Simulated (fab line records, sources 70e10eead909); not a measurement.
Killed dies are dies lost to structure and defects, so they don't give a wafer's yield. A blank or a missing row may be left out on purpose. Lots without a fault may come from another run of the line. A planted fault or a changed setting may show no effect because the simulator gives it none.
Chamber matching | flow nand_harc | NHARC_P_M0_CMP_23 on cmp-02: 4 sister chambers
The step polishes, t overpolish 20 s, target thk 117.54 nm. 8 wafers are shown with their chamber, then 12 later ones without.

WAFERS WITH THEIR CHAMBER
wafer  | chamber | motor_current_A (A) | time_to_endpoint_s (s)
L086.4 | 1       | 11.9                | 34
L086.5 | 2       | 11.8                | 22
L086.6 | 1       | 11.6                | 31
L087.1 | 0       | 12.9                | 24
L087.5 | 2       | 11.2                | 26
L089.2 | 3       | 10.3                | 26
L089.5 | 3       | 10.1                | 28
L089.6 | 0       | 13.1                | 25

WAFERS WITHOUT THEIR CHAMBER
wafer  | motor_current_A (A) | time_to_endpoint_s (s)
L091.1 | 12.8                | 26
L091.3 | 11.7                | 34
L091.4 | 10.4                | 30
L092.2 | 11.4                | 33
L092.3 | 11.1                | 22
L092.4 | 10.3                | 32
L093.2 | 13.1                | 28
L093.4 | 10.1                | 28
L093.6 | 10.6                | 30
L094.1 | 13.0                | 26
L094.4 | 11.4                | 28
L094.6 | 10.4                | 30

WHICH CHAMBER EACH WENT THROUGH
wafer  | from the rows above     | in truth
L091.1 | 0                       | 0
L091.3 | 1                       | 1
L091.4 | 3                       | 3
L092.2 | 1                       | 1
L092.3 | 2                       | 2
L092.4 | 3                       | 3
L093.2 | 0                       | 0
L093.4 | 3                       | 3
L093.6 | 3                       | 3
L094.1 | 0                       | 0
L094.4 | can't be placed: 2 or 1 | 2
L094.6 | 3                       | 3
Placed correctly: 11 of 12. Can't be placed from these rows: 1 (the true chamber is among the candidates in 1). Placed wrongly: 0.
How it was worked out, from the rows above alone: a wafer's distance from a chamber is the root of the sum, over the readings, of the square of ((its reading less the chamber's mean) divided by the reading's scatter). The wafer belongs to the nearest chamber; if the next one is less than 2 further off, it can't be placed. A chamber's mean is the mean of its shown wafers. The scatter: the root of (the sum of the squares of (reading less its chamber's mean) over the shown wafers, divided by (wafers less chambers)).
